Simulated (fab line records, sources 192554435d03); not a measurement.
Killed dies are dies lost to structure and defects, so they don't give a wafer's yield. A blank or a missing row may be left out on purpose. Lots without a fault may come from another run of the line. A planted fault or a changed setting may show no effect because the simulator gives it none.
fab line records | flow n5_finfet
record lots=24 wafers=72 last_day=18
route steps=1938 shown BEOL_M4@1035 BEOL_M5@1116
lots that met no fault: from a run of the same line without faults
start_h: hours from the record's first day to the start of the lot's first wafer shown | wait_h: hours since the lot's step before | " the same as in the row above | L1.1+2: a row that stands for several wafers | - no value, or no start given | * or withheld: withheld | < > ~ a bound
route shown NAME@n: a module of which the file shows steps, and the number in the route of the first | usual: mean/standard deviation of fault-free wafers | same: alike in all rows | chamber/n: place in a boat | sites: the reading at each site | _std_site: their standard deviation | _edge_site: outer sites' mean less inner sites' | radius_mm: how far each site lies from the wafer's centre | mask NAME#n: copy n | behind: the tool/chamber that last shaped the wafer | hold: why the lot was held/for how many hours/how that ended | device: the transistor (n, p or np) that didn't switch | end of line: the same wafers' tests at the end of the route | a step without rows: its recipe alone | killed: dies lost to structure and defects at the first sort, not the wafer's yield | map: a wafer's dies, x killed, . not, _ none there
set.NAME: the setting as run; set.NAME@STEP: as run at that earlier step | model.NAME: the simulator's own value behind a step, which no gauge read
steps of the route over a sample of lots; a table a step, a row a wafer
services: from which hour (start_h, from the record's first day; less than 0 if before it) a tool's chamber was out of use, for how many hours, and why
## steps
# step N5_BEOL_M4_OVL_MEAS_12
# recipe points_per_wafer=522
# usual M4_OVL=0.2/0.73
# columns lot.wafer tool chamber start_h wait_h M4_OVL[nm]
L074.1 overlay-01 0 156.94 0.0 0.9
L074.2 " 0 " " 0.8
L074.3 " 0 " " 0.6
L077.3 overlay-01 0 173.71 0.0 0.5
L077.4 " 0 " " 0.3
L077.6 " 0 " " 0.2
L076.3 overlay-02 0 178.17 0.0 1.9
L076.4 " 0 " " 1.4
L076.6 " 0 " " 0.6
L075.3 overlay-01 0 185.60 0.0 1.6
L075.4 " 0 " " 1.9
L075.6 " 0 " " 1.7
L078.2 overlay-02 0 187.36 0.0 -0.3
L078.4 " 0 " " 0.1
L078.5 " 0 " " -0.2
L080.1 overlay-02 0 189.45 0.0 -0.3
L080.4 " 0 " " 0.0
L080.6 " 0 " " -0.2
L079.3 overlay-01 0 190.86 0.0 -0.5
L079.4 " 0 " " 0.2
L079.6 " 0 " " 0.0
L081.1 overlay-01 0 191.16 0.0 0.2
L081.2 " 0 " " 0.0
L081.5 " 0 " " 0.8
L082.1 overlay-02 0 203.79 0.0 1.2
L082.4 " 0 " " 0.3
L082.5 " 0 " " 1.8
L083.1 overlay-02 0 213.79 0.0 0.3
L083.2 " 0 " " 0.7
L083.5 " 0 " " 0.5
L085.2 overlay-02 0 222.92 0.0 1.2
L085.4 " 0 " " 0.3
L085.6 " 0 " " 0.7
L086.1 overlay-02 0 234.27 0.0 0.9
L086.2 " 0 " " 0.2
L086.4 " 0 " " 0.8
L084.1 overlay-02 0 235.47 0.0 0.5
L084.5 " 0 " " 0.5
L084.6 " 0 " " -0.8
L087.1 overlay-01 0 237.48 0.0 -1.0
L087.2 " 0 " " -0.9
L087.6 " 0 " " -0.6
L088.2 overlay-02 0 240.92 0.0 -0.5
L088.5 " 0 " " 0.7
L088.6 " 0 " " 0.4
L090.2 overlay-01 0 243.23 0.0 -0.8
L090.3 " 0 " " 0.5
L090.4 " 0 " " 0.3
L089.3 overlay-02 0 246.78 0.0 -0.7
L089.4 " 0 " " -0.7
L089.5 " 0 " " -1.3
L091.1 overlay-01 0 257.21 0.0 0.5
L091.3 " 0 " " 1.3
L091.4 " 0 " " -0.4
L092.2 overlay-01 0 266.95 0.0 0.6
L092.5 " 0 " " 0.1
L092.6 " 0 " " -0.6
L093.1 overlay-02 0 278.48 0.0 -0.9
L093.2 " 0 " " -0.2
L093.3 " 0 " " -0.7
L094.4 overlay-02 0 281.39 0.0 -1.3
L094.5 " 0 " " -0.8
L094.6 " 0 " " -0.3
L095.2 overlay-01 0 282.76 0.0 -0.4
L095.4 " 0 " " -0.3
L095.5 " 0 " " 0.5
L096.1 overlay-01 0 288.96 0.0 0.6
L096.2 " 0 " " 0.6
L096.4 " 0 " " 0.3
L097.4 overlay-02 0 303.36 0.0 0.2
L097.5 " 0 " " 1.3
L097.6 " 0 " " 0.6
# step N5_BEOL_M4_ETCH_63
# recipe chemistry=CF4 target=SiARC target_depth_a=156 mask_material=CAR-EUV time_s=26 ion_energy_ev=80 pressure_mtorr=40 source_w=545 bias_w=36 Ar_flow_sccm=100 cf4_flow_sccm=100 ends=cleared
# usual drypump_motor_current_A=5.5/0.37 etch_rf_on_time_s=26.3/0.43 oes_product_au=0.65/0.067 rf_vpp_V=184.0/1.3 showerhead_plenum_p_Torr=2.13/0.079 throttle_valve_pct=15.64/0.19
# columns lot.wafer tool chamber start_h wait_h drypump_motor_current_A etch_rf_on_time_s oes_product_au rf_hours_counter_h rf_vpp_V showerhead_plenum_p_Torr throttle_valve_pct
L074.1 rie_diel-05 1 157.08 0.0 5.5 26.4 0.63 183 183.6 2.06 15.74
L074.2 " 2 " " 5.9 26.0 0.62 189 184.7 2.22 15.57
L074.3 " 3 " " 5.7 26.7 0.78 9 184.4 2.27 15.40
L077.3 rie_diel-02 1 173.84 0.0 5.0 25.7 0.75 29 185.1 2.19 15.33
L077.4 " 3 " " 5.4 25.8 0.77 35 182.9 2.19 15.53
L077.6 " 2 " " 5.9 25.5 0.61 - 184.6 2.21 15.81
L076.3 rie_diel-04 1 178.30 0.0 5.3 26.3 0.60 216 184.7 2.21 15.87
L076.4 " 3 " " 5.6 26.9 0.59 193 183.4 2.04 15.67
L076.6 " 0 " " 5.8 26.5 0.59 - 182.6 2.05 15.83
L075.3 rie_diel-05 2 185.73 0.0 5.9 26.3 0.61 199 185.2 2.21 15.59
L075.4 " 3 " " 5.7 27.0 0.76 19 186.1 2.27 15.41
L075.6 " 1 " " 5.5 26.8 0.61 - 183.0 2.06 15.78
L078.2 rie_diel-04 0 187.49 0.0 5.9 26.3 0.59 199 183.5 2.05 15.84
L078.4 " 2 " " 4.8 26.1 0.75 44 182.6 2.09 15.48
L078.5 " 0 " " 5.9 26.2 0.59 - 183.0 2.05 15.82
L080.1 rie_diel-05 3 189.59 0.0 5.7 27.2 0.75 19 184.1 2.27 15.40
L080.4 " 0 " " 4.9 26.1 0.68 84 184.6 2.16 15.28
L080.6 " 0 " " 4.9 25.9 0.68 - 184.8 2.16 15.27
L079.3 rie_diel-05 0 190.99 0.0 5.0 26.0 0.69 85 184.4 2.16 15.28
L079.4 " 2 " " 5.9 26.2 0.61 200 184.6 2.21 15.61
L079.6 " 0 " " 4.9 25.8 0.69 - 184.2 2.16 15.29
L081.1 rie_diel-02 0 191.30 0.0 5.7 26.6 0.60 203 182.2 2.04 15.66
L081.2 " 3 " " 5.4 26.1 0.75 40 185.2 2.19 15.56
L081.5 " 2 " " 5.9 25.8 0.61 - 185.2 2.21 15.83
L082.1 rie_diel-04 1 203.94 0.0 5.3 26.0 0.60 224 185.0 2.21 15.88
L082.4 " 2 " " 4.8 26.0 0.74 50 184.2 2.09 15.47
L082.5 " 1 " " 5.3 26.1 0.60 - 184.8 2.21 15.87
L083.1 rie_diel-02 2 215.09 0.0 5.9 25.9 0.60 209 184.7 2.21 15.85
L083.2 " 1 " " 5.0 26.4 0.72 44 183.2 2.19 15.36
L083.5 " 1 " " 5.0 26.2 0.72 - 183.7 2.19 15.34
L085.2 rie_diel-02 1 225.02 0.0 5.0 26.0 0.72 49 184.3 2.19 15.36
L085.4 " 0 " " 5.7 26.6 0.59 215 183.1 2.04 15.69
L085.6 " 1 " " 5.0 26.0 0.71 - 183.9 2.19 15.39
L086.1 rie_diel-02 0 234.71 0.0 5.7 26.5 0.59 220 182.8 2.04 15.70
L086.2 " 2 " " 5.9 25.4 0.61 219 185.3 2.20 15.86
L086.4 " 1 " " 4.9 26.1 0.71 54 184.9 2.18 15.37
L084.1 rie_diel-02 3 236.00 0.0 5.4 25.9 0.75 57 182.2 2.18 15.58
L084.5 " 1 " " 4.9 26.3 0.71 - 185.5 2.18 15.37
L084.6 " 2 " " 5.9 25.7 0.60 - 185.9 2.20 15.86
L087.1 rie_diel-02 2 238.59 0.0 5.9 25.6 0.60 221 184.3 2.20 15.86
L087.2 " 0 " " 5.7 26.5 0.59 222 182.2 2.04 15.68
L087.6 " 2 " " 5.9 25.6 0.60 - 184.9 2.20 15.87
L088.2 rie_diel-02 3 241.17 0.0 5.4 26.0 0.73 60 183.7 2.18 15.58
L088.5 " 0 " " 5.6 26.7 0.59 - 182.7 2.03 15.71
L088.6 " 3 " " 5.4 26.0 0.74 - 183.9 2.18 15.59
L090.2 rie_diel-02 1 243.40 0.0 4.9 26.1 0.71 58 185.5 2.18 15.38
L090.3 " 2 " " 5.9 26.1 0.60 223 185.9 2.20 15.88
L090.4 " 3 " " 5.4 26.2 0.72 61 183.3 2.18 15.57
L089.3 rie_diel-04 0 246.91 0.0 5.8 26.2 0.59 217 183.0 2.04 15.87
L089.4 " 3 " " 5.6 26.9 0.58 215 182.6 2.03 15.69
L089.5 " 1 " " 5.3 26.2 0.59 - 183.7 2.20 15.90
L091.1 rie_diel-04 0 257.35 0.0 5.8 26.2 0.59 221 182.1 2.04 15.86
L091.3 " 3 " " 5.6 26.7 0.58 219 182.4 2.03 15.72
L091.4 " 2 " " 4.8 26.1 0.72 66 182.7 2.09 15.49
L092.2 rie_diel-02 3 267.63 0.0 5.4 26.3 0.72 70 182.9 2.18 15.60
L092.5 " 1 " " 5.0 26.3 0.69 - 183.7 2.18 15.39
L092.6 " 2 " " 5.9 26.0 0.60 - 186.3 2.20 15.87
L093.1 rie_diel-05 1 278.62 0.0 5.6 26.9 0.60 222 182.3 2.05 15.83
L093.2 " 0 " " 5.0 26.4 0.66 106 184.1 2.16 15.31
L093.3 " 3 " " 5.7 27.4 0.71 50 186.4 2.26 15.47
L094.4 rie_diel-04 3 281.52 0.0 5.6 27.1 0.57 228 182.5 2.03 15.73
L094.5 " 2 " " 4.8 26.3 0.70 - 183.3 2.08 15.54
L094.6 " 3 " " 5.6 26.9 0.57 - 183.9 2.03 15.74
L095.2 rie_diel-02 3 283.01 0.0 5.4 26.2 0.71 74 184.5 2.18 15.60
L095.4 " 2 " " 5.9 25.6 0.59 236 187.1 2.20 15.91
L095.5 " 3 " " 5.4 26.0 0.72 - 184.7 2.18 15.61
L096.1 rie_diel-04 3 289.11 0.0 5.6 27.0 0.57 231 180.8 2.03 15.75
L096.2 " 1 " " 5.3 26.5 0.58 250 186.2 2.20 15.94
L096.4 " 0 " " 5.8 26.3 0.57 231 182.7 2.04 15.87
L097.4 rie_diel-04 2 304.00 0.0 4.8 26.7 0.69 - 183.4 2.08 15.55
L097.5 " 0 " " 5.9 26.8 0.57 - 184.1 2.04 15.87
L097.6 " 3 " " 5.7 27.3 0.56 - 181.4 2.03 15.75
# step N5_BEOL_M4_STRIP_19
# recipe chemistry=O2 power_w=400 temp_c=40 pressure_mtorr=30 rf_frequency_hz=6e+07 bias_power_w=0 overash_fraction=0.2 o2_flow_sccm=225
# usual drypump_motor_current_A=5.5/0.37 oes_product_au=0.76/0.083 rf_vpp_V=3.6/0.49 showerhead_plenum_p_Torr=2.08/0.085 throttle_valve_pct=16.66/0.16
# columns lot.wafer tool chamber start_h wait_h drypump_motor_current_A oes_product_au rf_hours_counter_h rf_vpp_V showerhead_plenum_p_Torr throttle_valve_pct
L074.1 rie_diel-02 2 157.40 0.1 5.9 0.72 191 4.0 2.16 16.79
L074.2 " 1 " " 5.0 0.89 25 3.3 2.16 16.41
L074.3 " 3 " " 5.4 0.92 30 3.6 2.13 16.49
L077.3 rie_diel-05 0 174.15 0.1 5.0 0.80 79 4.1 2.12 16.29
L077.4 " 3 " " 5.8 0.90 16 3.4 2.21 16.38
L077.6 " 2 " " 5.9 0.71 - 3.3 2.18 16.68
L076.3 rie_diel-02 3 178.61 0.1 5.4 0.90 36 3.2 2.13 16.51
L076.4 " 1 " " 4.9 0.87 31 3.7 2.15 16.41
L076.6 " 3 " " 5.4 0.91 - 4.0 2.13 16.49
L075.3 rie_diel-04 3 186.04 0.1 5.6 0.71 196 4.0 1.98 16.62
L075.4 " 1 " " 5.3 0.71 218 4.4 2.15 16.87
L075.6 " 2 " " 4.8 0.88 - 2.7 2.06 16.59
L078.2 rie_diel-02 2 187.81 0.1 5.9 0.71 200 2.5 2.15 16.78
L078.4 " 1 " " 5.0 0.87 34 3.5 2.15 16.44
L078.5 " 3 " " 5.4 0.90 - 3.5 2.13 16.50
L080.1 rie_diel-05 0 189.91 0.1 4.9 0.79 84 3.9 2.12 16.30
L080.4 " 2 " " 5.9 0.71 200 3.5 2.18 16.68
L080.6 " 2 " " 5.9 0.71 - 3.1 2.18 16.70
L079.3 rie_diel-05 3 191.39 0.1 5.7 0.90 20 2.7 2.21 16.40
L079.4 " 0 " " 5.0 0.79 85 3.5 2.12 16.30
L079.6 " 2 " " 5.9 0.70 - 3.4 2.18 16.71
L081.1 rie_diel-02 2 191.62 0.1 5.9 0.71 202 3.5 2.15 16.79
L081.2 " 0 " " 5.7 0.71 203 3.8 1.99 16.69
L081.5 " 0 " " 5.7 0.71 - 3.2 1.99 16.70
L082.1 rie_diel-04 2 204.25 0.1 4.8 0.87 50 4.3 2.05 16.60
L082.4 " 0 " " 5.9 0.70 205 3.1 1.97 16.77
L082.5 " 3 " " 5.6 0.70 - 4.8 1.97 16.63
L083.1 rie_diel-02 3 215.42 0.1 5.4 0.88 47 3.2 2.12 16.53
L083.2 " 1 " " 5.0 0.86 44 3.9 2.15 16.44
L083.5 " 3 " " 5.4 0.88 - 3.8 2.12 16.53
L085.2 rie_diel-05 3 225.39 0.1 5.7 0.88 35 3.4 2.21 16.42
L085.4 " 2 " " 5.9 0.69 - 3.5 2.18 16.71
L085.6 " 1 " " 5.5 0.72 - 4.3 1.97 16.71
L086.1 rie_diel-04 3 235.03 0.1 5.6 0.69 208 3.8 1.97 16.64
L086.2 " 2 " " 4.8 0.86 56 3.5 2.05 16.59
L086.4 " 0 " " 5.9 0.69 211 4.1 1.97 16.81
L084.1 rie_diel-02 3 236.55 0.3 5.4 0.89 57 2.8 2.12 16.53
L084.5 " 3 " " 5.4 0.88 - 2.9 2.12 16.52
L084.6 " 0 " " 5.7 0.70 - 3.0 1.98 16.75
L087.1 rie_diel-04 2 239.04 0.2 4.8 0.86 58 3.8 2.05 16.62
L087.2 " 3 " " 5.6 0.69 211 4.5 1.97 16.64
L087.6 " 3 " " 5.6 0.69 - 3.2 1.97 16.65
L088.2 rie_diel-04 1 241.88 0.5 5.3 0.70 233 2.9 2.15 16.89
L088.5 " 1 " " 5.3 0.70 - 3.9 2.15 16.88
L088.6 " 0 " " 5.9 0.69 - 3.8 1.97 16.80
L090.2 rie_diel-02 3 243.71 0.1 5.4 0.86 61 4.4 2.12 16.53
L090.3 " 1 " " 5.0 0.83 58 4.0 2.14 16.47
L090.4 " 0 " " 5.6 0.69 224 3.1 1.98 16.74
L089.3 rie_diel-04 3 247.22 0.1 5.6 0.69 215 4.0 1.97 16.65
L089.4 " 2 " " 4.8 0.86 62 3.4 2.05 16.60
L089.5 " 1 " " 5.3 0.70 - 3.0 2.15 16.88
L091.1 rie_diel-04 3 257.76 0.2 5.7 0.69 219 3.7 1.97 16.64
L091.3 " 1 " " 5.3 0.70 240 3.7 2.14 16.90
L091.4 " 2 " " 4.8 0.85 66 2.9 2.05 16.62
L092.2 rie_diel-02 3 268.22 0.3 5.4 0.86 70 3.3 2.12 16.58
L092.5 " 0 " " 5.7 0.69 - 3.3 1.98 16.75
L092.6 " 1 " " 5.0 0.82 - 4.8 2.14 16.49
L093.1 rie_diel-04 3 278.94 0.1 5.6 0.68 228 4.2 1.96 16.68
L093.2 " 0 " " 5.9 0.68 227 3.7 1.97 16.81
L093.3 " 2 " " 4.8 0.85 74 3.4 2.04 16.63
L094.4 rie_diel-04 3 281.83 0.1 5.6 0.68 228 3.2 1.96 16.68
L094.5 " 2 " " 4.8 0.84 - 4.3 2.04 16.66
L094.6 " 1 " " 5.3 0.68 - 3.0 2.14 16.91
L095.2 rie_diel-04 0 283.33 0.1 5.9 0.68 228 3.7 1.97 16.80
L095.4 " 3 " " 5.6 0.67 229 2.8 1.96 16.68
L095.5 " 2 " " 4.8 0.84 - 3.4 2.04 16.63
L096.1 rie_diel-05 1 289.43 0.1 5.5 0.72 226 4.1 1.96 16.71
L096.2 " 0 " " 5.0 0.76 111 4.1 2.11 16.35
L096.4 " 3 " " 5.7 0.84 55 3.5 2.20 16.45
L097.4 rie_diel-05 0 304.30 0.1 5.0 0.76 118 3.1 2.11 16.37
L097.5 " 1 " " 5.5 0.71 - 3.9 1.96 16.74
L097.6 " 0 " " 5.0 0.76 - 3.0 2.10 16.37
# step N5_BEOL_M4_SPUTTER_94
# recipe material=Cu target_thk_a=45 temp_c=-20 chamber_pressure_pa=0.07 power_w=withheld time_s=8.29
# usual throttle_valve_pct=29.7/1
# columns lot.wafer tool chamber start_h wait_h throttle_valve_pct
L074.1 pvd_sputter-03 - 167.80 0.1 29.4
L074.2 " - " " 28.1
L074.3 " - " " 31.3
L077.3 pvd_sputter-01 - 180.55 0.1 28.4
L077.4 " - " " 30.5
L077.6 " - " " 31.1
L076.3 pvd_sputter-03 - 184.42 0.1 31.0
L076.4 " - " " 29.7
L076.6 " - " " 31.1
L075.3 pvd_sputter-03 - 190.66 0.1 27.9
L075.4 " - " " 29.7
L075.6 " - " " 29.6
L078.2 pvd_sputter-02 - 194.07 0.1 28.7
L078.4 " - " " 30.5
L078.5 " - " " 30.1
L080.1 pvd_sputter-01 - 195.52 0.1 30.2
L080.4 " - " " 28.3
L080.6 " - " " 29.0
L079.3 pvd_sputter-02 - 195.95 0.1 30.3
L079.4 " - " " 29.7
L079.6 " - " " 30.3
L081.1 pvd_sputter-01 - 198.84 0.1 29.2
L081.2 " - " " 31.3
L081.5 " - " " 30.4
L082.1 pvd_sputter-01 - 210.92 0.1 31.3
L082.4 " - " " 28.2
L082.5 " - " " 28.8
L083.1 pvd_sputter-02 - 220.60 0.1 30.3
L083.2 " - " " 29.7
L083.5 " - " " 29.8
L085.2 pvd_sputter-02 - 230.43 0.1 29.7
L085.4 " - " " 28.8
L085.6 " - " " 30.5
L086.1 pvd_sputter-03 - 239.55 0.1 29.5
L086.2 " - " " 27.8
L086.4 " - " " 29.6
L084.1 pvd_sputter-03 - 247.19 0.1 29.9
L084.5 " - " " 28.3
L084.6 " - " " 29.8
L087.1 pvd_sputter-02 - 248.34 0.1 30.7
L087.2 " - " " 29.8
L087.6 " - " " 29.7
L088.2 pvd_sputter-01 - 248.34 0.1 30.5
L088.5 " - " " 31.5
L088.6 " - " " 28.3
L090.2 pvd_sputter-01 - 251.45 0.1 31.5
L090.3 " - " " 28.5
L090.4 " - " " 29.1
L089.3 pvd_sputter-03 - 255.75 0.1 29.3
L089.4 " - " " 28.0
L089.5 " - " " 31.2
L091.1 pvd_sputter-01 - 269.61 0.1 29.1
L091.3 " - " " 28.6
L091.4 " - " " 31.3
L092.2 pvd_sputter-02 - 277.76 0.1 30.6
L092.5 " - " " 29.5
L092.6 " - " " 30.0
L093.1 pvd_sputter-03 - 284.61 0.1 29.6
L093.2 " - " " 31.2
L093.3 " - " " 29.0
L094.4 pvd_sputter-02 - 287.66 0.1 29.7
L094.5 " - " " 30.3
L094.6 " - " " 30.2
L095.2 pvd_sputter-03 - 291.51 0.1 30.0
L095.4 " - " " 29.4
L095.5 " - " " 29.6
L096.1 pvd_sputter-02 - 293.88 0.1 30.1
L096.2 " - " " 28.8
L096.4 " - " " 29.3
L097.4 pvd_sputter-03 - 310.49 0.1 28.1
L097.5 " - " " 29.6
L097.6 " - " " 31.3
# step N5_BEOL_M5_HM_DEP_02
# recipe material=TiN target_thk_a=200 temp_c=25 chamber_pressure_pa=0.49996
# usual throttle_valve_pct=29.7/0.98
# columns lot.wafer tool chamber start_h wait_h throttle_valve_pct
L074.1 pvd_sputter-01 - 173.12 1.7 28.3
L074.2 " - " " 30.6
L074.3 " - " " 29.1
L077.3 pvd_sputter-01 - 184.27 0.8 30.3
L077.4 " - " " 28.9
L077.6 " - " " 28.7
L076.3 pvd_sputter-01 - 188.10 0.8 28.2
L076.4 " - " " 31.5
L076.6 " - " " 28.8
L075.3 pvd_sputter-01 - 193.72 0.0 31.3
L075.4 " - " " 28.1
L075.6 " - " " 29.1
L078.2 pvd_sputter-02 - 197.06 0.0 30.2
L078.4 " - " " 29.6
L078.5 " - " " 30.0
L080.1 pvd_sputter-02 - 199.94 1.4 30.4
L080.4 " - " " 29.4
L080.6 " - " " 30.5
L079.3 pvd_sputter-02 - 200.58 1.6 29.6
L079.4 " - " " 30.4
L079.6 " - " " 28.9
L081.1 pvd_sputter-03 - 203.24 1.5 29.5
L081.2 " - " " 27.9
L081.5 " - " " 30.1
L082.1 pvd_sputter-02 - 213.97 0.1 29.6
L082.4 " - " " 28.6
L082.5 " - " " 28.8
L083.1 pvd_sputter-01 - 223.92 0.4 30.2
L083.2 " - " " 28.9
L083.5 " - " " 29.8
L085.2 pvd_sputter-01 - 234.21 0.8 31.1
L085.4 " - " " 30.3
L085.6 " - " " 28.6
L086.1 pvd_sputter-03 - 244.47 2.0 31.4
L086.2 " - " " 29.5
L086.4 " - " " 28.0
L084.1 pvd_sputter-03 - 251.81 1.6 30.0
L084.5 " - " " 29.4
L084.6 " - " " 31.2
L087.1 pvd_sputter-01 - 252.03 0.8 30.4
L087.2 " - " " 28.4
L087.6 " - " " 30.1
L088.2 pvd_sputter-01 - 252.13 0.7 28.3
L088.5 " - " " 30.3
L088.6 " - " " 28.3
L090.2 pvd_sputter-02 - 255.56 1.1 28.5
L090.3 " - " " 30.2
L090.4 " - " " 30.8
L089.3 pvd_sputter-01 - 261.75 3.1 28.7
L089.4 " - " " 30.2
L089.5 " - " " 27.9
L091.1 pvd_sputter-03 - 273.56 1.0 29.4
L091.3 " - " " 31.1
L091.4 " - " " 28.1
L092.2 pvd_sputter-02 - 282.08 0.9 28.8
L092.5 " - " " 29.9
L092.6 " - " " 30.0
L093.1 pvd_sputter-02 - 288.04 0.5 29.6
L093.2 " - " " 30.2
L093.3 " - " " 28.7
L094.4 pvd_sputter-02 - 291.40 0.8 29.5
L094.5 " - " " 29.8
L094.6 " - " " 28.6
L095.2 pvd_sputter-02 - 295.40 0.8 29.9
L095.4 " - " " 30.3
L095.5 " - " " 30.5
L096.1 pvd_sputter-02 - 298.82 2.0 29.0
L096.2 " - " " 30.5
L096.4 " - " " 29.8
L097.4 pvd_sputter-02 - 313.63 0.0 30.4
L097.5 " - " " 28.8
L097.6 " - " " 30.5
# step N5_BEOL_M5_DESCUM_16
# recipe chemistry=O2 time_s=7 source_power_w=50 bias_power_w=20 pressure_mtorr=20 rf_frequency_hz=2.712e+07 temp_c=40 resist=CAR-EUV o2_flow_sccm=225
# usual drypump_motor_current_A=5.7/0.39 oes_product_au=0.77/0.079 rf_vpp_V=243.1/1.4 showerhead_plenum_p_Torr=2.08/0.07 throttle_valve_pct=20.29/0.28
# columns lot.wafer tool chamber start_h wait_h drypump_motor_current_A oes_product_au rf_hours_counter_h rf_vpp_V showerhead_plenum_p_Torr throttle_valve_pct
L074.1 rie_diel-06 2 173.64 0.0 5.2 0.71 205 242.6 2.06 20.59
L074.2 " 0 " " 5.8 0.90 36 242.6 2.04 20.40
L074.3 " 1 " " 5.9 0.87 40 244.2 2.11 19.77
L077.3 rie_diel-06 2 185.14 0.4 5.2 0.70 208 243.3 2.06 20.59
L077.4 " 0 " " 5.8 0.91 39 242.5 2.04 20.39
L077.6 " 2 " " 5.2 0.69 - 242.8 2.06 20.59
L076.3 rie_diel-01 0 188.74 0.0 5.2 0.71 177 245.9 2.15 20.35
L076.4 " 3 " " 6.2 0.89 50 242.6 2.04 20.09
L076.6 " 2 " " 6.1 0.70 - 240.7 2.00 20.64
L075.3 rie_diel-06 2 194.35 0.0 5.2 0.70 212 242.6 2.06 20.61
L075.4 " 3 " " 5.3 0.85 - 245.4 2.21 20.41
L075.6 " 1 " " 5.9 0.87 - 244.6 2.10 19.79
L078.2 rie_diel-01 0 197.57 0.0 5.2 0.71 179 244.4 2.15 20.35
L078.4 " 2 " " 6.1 0.70 223 242.7 2.00 20.64
L078.5 " 3 " " 6.2 0.88 - 242.7 2.03 20.09
L080.1 rie_diel-03 1 200.45 0.0 5.9 0.79 90 244.9 2.19 19.94
L080.4 " 2 " " 5.2 0.76 - 241.0 1.98 19.93
L080.6 " 3 " " 5.9 0.68 - 243.6 2.14 20.86
L079.3 rie_diel-03 2 201.09 0.0 5.2 0.76 171 241.9 1.98 19.92
L079.4 " 2 " " 5.2 0.75 - 241.6 1.98 19.91
L079.6 " 3 " " 5.9 0.68 - 244.3 2.14 20.83
L081.1 rie_diel-01 1 203.77 0.0 5.8 0.71 201 243.3 2.07 20.25
L081.2 " 3 " " 6.2 0.88 55 241.8 2.03 20.09
L081.5 " 0 " " 5.2 0.71 - 245.6 2.15 20.35
L082.1 rie_diel-06 3 214.49 0.0 5.3 0.82 73 245.3 2.21 20.43
L082.4 " 3 " " 5.3 0.82 - 245.2 2.21 20.41
L082.5 " 2 " " 5.2 0.70 - 243.0 2.05 20.61
L083.1 rie_diel-01 2 224.56 0.0 6.1 0.69 231 240.9 2.00 20.66
L083.2 " 3 " " 6.2 0.88 59 241.1 2.03 20.09
L083.5 " 2 " " 6.1 0.69 - 241.4 2.00 20.67
L085.2 rie_diel-01 0 234.95 0.1 5.2 0.70 191 245.6 2.15 20.38
L085.4 " 1 " " 5.8 0.70 211 242.1 2.07 20.27
L085.6 " 0 " " 5.2 0.70 - 242.7 2.15 20.35
L086.1 rie_diel-01 0 245.02 0.0 5.2 0.69 193 244.1 2.14 20.36
L086.2 " 1 " " 5.9 0.70 214 243.2 2.07 20.27
L086.4 " 3 " " 6.3 0.86 66 242.6 2.03 20.11
L084.1 rie_diel-06 0 252.46 0.0 5.8 0.87 60 241.6 2.03 20.43
L084.5 " 2 " " 5.2 0.70 - 243.5 2.05 20.63
L084.6 " 1 " " 5.9 0.85 - 243.1 2.10 19.79
L087.1 rie_diel-01 3 252.67 0.0 6.2 0.85 69 242.2 2.03 20.11
L087.2 " 2 " " 6.1 0.69 241 242.0 1.99 20.67
L087.6 " 3 " " 6.2 0.84 - 242.7 2.03 20.11
L088.2 rie_diel-06 3 252.90 0.1 5.3 0.82 86 245.8 2.20 20.46
L088.5 " 1 " " 5.9 0.84 - 243.0 2.10 19.80
L088.6 " 0 " " 5.8 0.88 - 240.0 2.03 20.43
L090.2 rie_diel-01 3 256.20 0.0 6.2 0.86 70 241.8 2.03 20.10
L090.3 " 0 " " 5.2 0.70 198 243.7 2.14 20.38
L090.4 " 1 " " 5.8 0.71 218 242.5 2.07 20.27
L089.3 rie_diel-03 3 262.26 0.0 5.9 0.97 4 243.4 2.14 20.48
L089.4 " 1 " " 6.0 0.78 107 244.6 2.19 19.96
L089.5 " 1 " " 6.0 0.78 - 244.2 2.19 19.96
L091.1 rie_diel-06 2 274.33 0.2 5.2 0.70 238 240.8 2.05 20.64
L091.3 " 3 " " 5.3 0.81 92 244.3 2.20 20.43
L091.4 " 1 " " 5.9 0.84 67 242.9 2.10 19.81
L092.2 rie_diel-03 1 282.80 0.1 6.0 0.76 115 244.7 2.19 19.98
L092.5 " 2 " " 5.2 0.73 - 242.0 1.98 19.97
L092.6 " 1 " " 6.0 0.76 - 245.8 2.19 19.99
L093.1 rie_diel-01 3 289.63 0.9 6.3 0.85 78 241.3 2.03 20.13
L093.2 " 0 " " 5.2 0.69 209 242.7 2.14 20.40
L093.3 " 3 " " 6.2 0.85 - 242.1 2.03 20.13
L094.4 rie_diel-01 3 292.21 0.3 6.2 0.84 - 241.3 2.03 20.12
L094.5 " 0 " " 5.2 0.68 - 244.1 2.14 20.39
L094.6 " 1 " " 5.8 0.69 - 242.8 2.07 20.29
L095.2 rie_diel-01 1 296.04 0.0 5.8 0.69 226 243.4 2.07 20.30
L095.4 " 0 " " 5.2 0.69 - 243.1 2.14 20.39
L095.5 " 1 " " 5.8 0.69 - 243.1 2.07 20.30
L096.1 rie_diel-06 2 299.33 0.0 5.2 0.68 249 244.0 2.05 20.67
L096.2 " 1 " " 5.9 0.83 77 244.7 2.09 19.82
L096.4 " 3 " " 5.3 0.80 102 244.4 2.20 20.47
L097.4 rie_diel-03 3 315.23 0.0 5.9 0.92 19 244.1 2.14 20.49
L097.5 " 2 " " 5.2 0.72 - 241.6 1.97 19.97
L097.6 " 3 " " 5.9 0.90 - 243.4 2.14 20.51
## services
# columns tool chamber start_h hours kind
rie_diel-04 3 144.48 1.3 repair
pvd_sputter-03 - 150.18 7.7 repair
rie_diel-04 1 165.57 6.6 repair
rie_diel-02 1 169.13 2.1 repair
rie_diel-06 0 191.26 3.2 repair
rie_diel-03 0 195.40 6.6 repair
rie_diel-06 1 206.40 12.2 repair
rie_diel-04 - 212.45 14.6 pm
rie_diel-05 0 213.96 11.5 repair
rie_diel-06 - 215.37 0.3 repair
rie_diel-03 3 218.34 1.6 repair
rie_diel-03 - 218.39 7.2 repair
rie_diel-06 3 248.87 4.0 repair
rie_diel-05 1 253.43 2.5 repair
rie_diel-01 1 271.31 18.5 repair
rie_diel-02 - 273.16 0.6 repair
rie_diel-05 - 278.82 0.5 repair
rie_diel-05 2 282.21 3.3 repair
rie_diel-01 2 282.41 8.8 repair
rie_diel-04 1 289.29 - clean
rie_diel-04 1 289.29 - consumable_replace:focus_ring
rie_diel-04 1 289.29 17.8 scheduled_down
rie_diel-04 1 289.29 17.8 vent_cycle
rie_diel-02 3 310.74 16.3 repair
## key
fault none
